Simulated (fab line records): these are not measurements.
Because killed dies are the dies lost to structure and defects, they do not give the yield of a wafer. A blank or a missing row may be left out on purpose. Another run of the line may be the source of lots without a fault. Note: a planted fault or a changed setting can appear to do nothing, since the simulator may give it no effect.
The tool behind it: which one? | flow nand-harc | Sampling: 13 lots, 39 wafers, 3 of 1302 route steps

WHAT EACH GAUGE READ, for each wafer
NHARC_END_SORT_01. Usual: killed-at-array 59, standard deviation 16; killed-at-other 0.7, standard deviation 1.1; killed-at-periphery 4, standard deviation 3; killed-dies 64, standard deviation 16; killed-open 3.4, standard deviation 1.8; killed-short 2.6, standard deviation 1.7.
lot  | measured     | on        | killed-at-array | killed-at-other | killed-at-periphery | killed-dies | killed-open | killed-short | flag
L651 | day 29 12:00 | prober-02 | 49              | 0               | 2                   | 51          | 5           | 3            |
L656 | day 31 14:47 | prober-02 | 151 98 89       | 0 0 0           | 2 2 2               | 153 100 91  | 2 7 1       | 1 1 1        | OFF

TOOL THAT RAN EACH LOT (tool first, then ch and the chambers of the sampled wafers, then the start)
lot  | NHARC_A_CONTACT_ETCH_75            | NHARC_THIN_TSV_STRIP_62
L640 | rie-diel-02 ch 1,3, day 22 06:49   | plasma-asher-01 ch 0, day 24 03:07
L641 | rie-diel-02 ch 0,1,3, day 22 19:56 | plasma-asher-02 ch 0,1, day 24 19:54
L643 | rie-diel-02 ch 1,3, day 23 01:59   | plasma-asher-02 ch 0,1, day 25 03:25
L642 | rie-diel-02 ch 1,3, day 23 05:04   | plasma-asher-02 ch 0,1, day 25 01:40
L644 | rie-diel-02 ch 0,2,3, day 23 19:58 | plasma-asher-02 ch 0,1, day 25 17:39
L647 | rie-diel-09 ch 0,1, day 25 04:17   | plasma-asher-02 ch 0,1, day 27 01:35
L648 | rie-diel-02 ch 0,1,2, day 25 17:09 | plasma-asher-02 ch 0,1, day 27 15:36
L649 | rie-diel-09 ch 0,1,3, day 26 02:05 | plasma-asher-02 ch 0,1, day 27 23:15
L651 | rie-diel-02 ch 0,1,3, day 27 00:29 | plasma-asher-02 ch 0,1, day 28 23:38
L653 | rie-diel-02 ch 0,2,3, day 27 23:37 | plasma-asher-01 ch 0,1, day 29 21:20
L656 | rie-diel-02 ch 0,1,2, day 29 04:56 | plasma-asher-01 ch 1, day 31 01:37
L658 | rie-diel-09 ch 1,3, day 29 22:51   | plasma-asher-02 ch 0,1, day 32 05:35
L662 | rie-diel-02 ch 0,1,2, day 31 23:34 | plasma-asher-01 ch 0,1, day 33 22:09
- NHARC_A_CONTACT_ETCH_75: etches the open film in CF4, target depth 39 nm, time 65 s.
- NHARC_THIN_TSV_STRIP_62: strips in N2/H2, time 20 s.

AS READ BY THE TOOLS THEMSELVES (means over the sampled wafers that have a number; for cases with no such wafer, the mark the record gives instead)
NHARC_A_CONTACT_ETCH_75. Usual: chamber-pressure-mTorr 50.00 mTorr, standard deviation 0.044; drypump-motor-current-A 5.7 A, standard deviation 0.41; oes-product-au 0.999 a.u., standard deviation 0.013; rf-vpp-V 151.1 V, standard deviation 1.3; showerhead-plenum-p-Torr 1.76 Torr, standard deviation 0.087; throttle-valve-pct 13.283 %, standard deviation 0.0096.
lot  | tool        | chamber-pressure-mTorr (mTorr) | drypump-motor-current-A (A) | oes-product-au (a.u.) | rf-vpp-V (V) | showerhead-plenum-p-Torr (Torr) | throttle-valve-pct (%) | flag
L640 | rie-diel-02 | 50.00                          | 5.8                         | 1.002                 | 151.9        | 1.82                            | 13.279                 |
L641 | rie-diel-02 | 50.02                          | 5.5                         | 0.992                 | 150.0        | 1.77                            | 13.274                 |
L643 | rie-diel-02 | 50.00                          | 5.8                         | 0.998                 | 152.5        | 1.82                            | 13.297                 |
L642 | rie-diel-02 | 49.99                          | 5.6                         | 1.003                 | 150.8        | 1.74                            | 13.290                 |
L644 | rie-diel-02 | 49.95                          | 5.7                         | 0.999                 | 151.9        | 1.79                            | 13.281                 |
L647 | rie-diel-09 | 50.02                          | 6.1                         | 1.005                 | 151.4        | 1.73                            | 13.272                 |
L648 | rie-diel-02 | 50.00                          | 5.4                         | 0.992                 | 150.6        | 1.71                            | 13.281                 |
L649 | rie-diel-09 | 50.00                          | 6.0                         | 1.000                 | 151.0        | 1.76                            | 13.293                 |
L651 | rie-diel-02 | 49.97                          | 5.5                         | 0.993                 | 151.1        | 1.77                            | 13.274                 |
L653 | rie-diel-02 | 50.04                          | 5.7                         | 1.004                 | 151.5        | 1.79                            | 13.276                 |
L656 | rie-diel-02 | 49.99                          | 5.4                         | 0.991                 | 150.6        | 1.71                            | 13.280                 |
L658 | rie-diel-09 | 49.97                          | 6.1                         | 1.023                 | 151.5        | 1.81                            | 13.277                 |
L662 | rie-diel-02 | 50.00                          | 5.4                         | 0.999                 | 149.3        | 1.70                            | 13.290                 |

NHARC_THIN_TSV_STRIP_62. Usual: drypump-motor-current-A 5.7 A, standard deviation 0.37; heater-power-w 327 W, standard deviation 40.
lot  | tool            | drypump-motor-current-A (A) | heater-power-w (W) | flag
L640 | plasma-asher-01 | 5.3                         | 402                |
L641 | plasma-asher-02 | 5.5                         | 300                |
L643 | plasma-asher-02 | 5.5                         | 298                |
L642 | plasma-asher-02 | 5.8                         | 308                |
L644 | plasma-asher-02 | 5.7                         | 305                |
L647 | plasma-asher-02 | 5.5                         | 296                |
L648 | plasma-asher-02 | 5.7                         | 312                |
L649 | plasma-asher-02 | 5.7                         | 309                |
L651 | plasma-asher-02 | 5.5                         | 292                |
L653 | plasma-asher-01 | 5.8                         | 370                |
L656 | plasma-asher-01 | 6.1                         | 334                |
L658 | plasma-asher-02 | 5.5                         | 290                |
L662 | plasma-asher-01 | 5.6                         | 356                |

THE ANSWER, worked out from the rows above alone
Rule: a lot counts as off when the mean over its wafers that have a number is more than 3 standard deviations away from the usual mean. Also off: a lot with no number at a reading for which 4 or more lots have one. The other lots that the step has rows for count as sound. Order of review: gauges by route order, followed by the tools' own readings, for which a lot's mean as printed above is used. The first step at which some lot is off is used, and at that step the reading that is off furthest; a lot without a number counts as furthest.
Off: L656, at NHARC_END_SORT_01 (killed-at-array). Neither off nor sound, because the step has no rows for them: L640, L641, L643, L642, L644, L647, L648, L649, L653, L658, L662.
A tool fits if, at a process step before that reading, it ran every lot that is off, and no sound lot after the first of them. Those tools and the gauges at NHARC_END_SORT_01 are tried in the same way. Can't be told from this: 3 tools fit, rie-diel-02 at NHARC_A_CONTACT_ETCH_75, plasma-asher-01 at NHARC_THIN_TSV_STRIP_62, prober-02 at NHARC_END_SORT_01.

WHAT THE SIMULATOR HAD PUT IN
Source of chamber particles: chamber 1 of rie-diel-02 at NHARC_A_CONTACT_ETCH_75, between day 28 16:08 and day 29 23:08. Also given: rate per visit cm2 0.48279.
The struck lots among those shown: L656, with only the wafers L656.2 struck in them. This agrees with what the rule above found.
